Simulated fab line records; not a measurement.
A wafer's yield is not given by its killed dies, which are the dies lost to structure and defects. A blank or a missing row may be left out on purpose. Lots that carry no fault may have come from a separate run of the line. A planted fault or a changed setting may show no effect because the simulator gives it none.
Which tool was responsible? :: flow nandHarc :: 18 wafers from 6 lots sampled at 4 of the route's 1159 steps

== WHAT THE GAUGES SHOWED, per wafer ==
NHARC_P_M2_INSPECT_11.
lot: L292
measured: day 6 14:52
on: defectInspect-02
rawDefectCount: 3 4 7

lot: L294
measured: day 7 08:32
on: defectInspect-02
rawDefectCount: 9 6 6

lot: L297
measured: day 7 23:49
on: defectInspect-02
rawDefectCount: 365 387 385

lot: L306
measured: day 10 04:01
on: defectInspect-02
rawDefectCount: 3 0 8

lot: L305
measured: day 10 05:22
on: defectInspect-02
rawDefectCount: 1 1 4

lot: L311
measured: day 11 11:10
on: defectInspect-02
rawDefectCount: 8 5 7

== WHAT TOOL EACH LOT RAN ON (gives the tool, then ch and the chambers of the sampled wafers, and finally the start) ==
lot: L292
NHARC_P_M1_DEGAS_29: pvdSputter-01, day 6 11:42
NHARC_P_M1_ANNEAL_31: rtpAnneal-01 ch 0, day 6 12:42
NHARC_P_M2_DEP_00: pecvd-04 ch 0,1, day 6 14:02

lot: L294
NHARC_P_M1_DEGAS_29: pvdSputter-02, day 7 05:27
NHARC_P_M1_ANNEAL_31: rtpAnneal-01 ch 0, day 7 06:21
NHARC_P_M2_DEP_00: pecvd-02 ch 0,1,2, day 7 07:43

lot: L297
NHARC_P_M1_DEGAS_29: pvdSputter-02, day 7 20:43
NHARC_P_M1_ANNEAL_31: rtpAnneal-01 ch 0, day 7 21:28
NHARC_P_M2_DEP_00: pecvd-04 ch 0,2, day 7 22:51

lot: L306
NHARC_P_M1_DEGAS_29: pvdSputter-01, day 10 01:04
NHARC_P_M1_ANNEAL_31: rtpAnneal-02 ch 0, day 10 01:48
NHARC_P_M2_DEP_00: pecvd-02 ch 0,2, day 10 03:11

lot: L305
NHARC_P_M1_DEGAS_29: pvdSputter-01, day 10 02:13
NHARC_P_M1_ANNEAL_31: rtpAnneal-02 ch 0, day 10 02:59
NHARC_P_M2_DEP_00: pecvd-03 ch 0,1,2, day 10 04:23

lot: L311
NHARC_P_M1_DEGAS_29: pvdSputter-03, day 11 08:05
NHARC_P_M1_ANNEAL_31: rtpAnneal-01 ch 0, day 11 08:50
NHARC_P_M2_DEP_00: pecvd-02 ch 0,1,2, day 11 10:13
- NHARC_P_M1_DEGAS_29: time 60 s.
- NHARC_P_M1_ANNEAL_31: time 90 s.
- NHARC_P_M2_DEP_00: deposits SiOC, target thk 182.5 nm.

== THE ANSWER, worked out from the rows above alone ==
Rule: usual is defined by the lots themselves. The widest of any qualifying gaps counts: lots, ordered by their means at a reading, are off when they make up no more than a third of the lots, leave a main group of 4 or more, and stand apart from it by 3 or more times the standard deviation of that group's means. A main group whose means are all the same, to the digits that the tables above print for the reading, isn't used. A lot without any number at a reading at which 4 lots or more have one is off too. Where the step has rows for the other lots, those lots are counted as sound.
Off at NHARC_P_M2_INSPECT_11 (rawDefectCount): L297. Mean 4.8 and standard deviation 1.9 in the main group.
If a tool, at a process step before that reading, ran all the lots that are off and no sound lot after the first of them, it fits. Those tools and the gauges at NHARC_P_M2_INSPECT_11 are tried in the same way. This does not decide it: 2 tools fit, namely pvdSputter-02 at NHARC_P_M1_DEGAS_29 and pecvd-04 at NHARC_P_M2_DEP_00.

== WHAT THE SIMULATOR HAD INSERTED ==
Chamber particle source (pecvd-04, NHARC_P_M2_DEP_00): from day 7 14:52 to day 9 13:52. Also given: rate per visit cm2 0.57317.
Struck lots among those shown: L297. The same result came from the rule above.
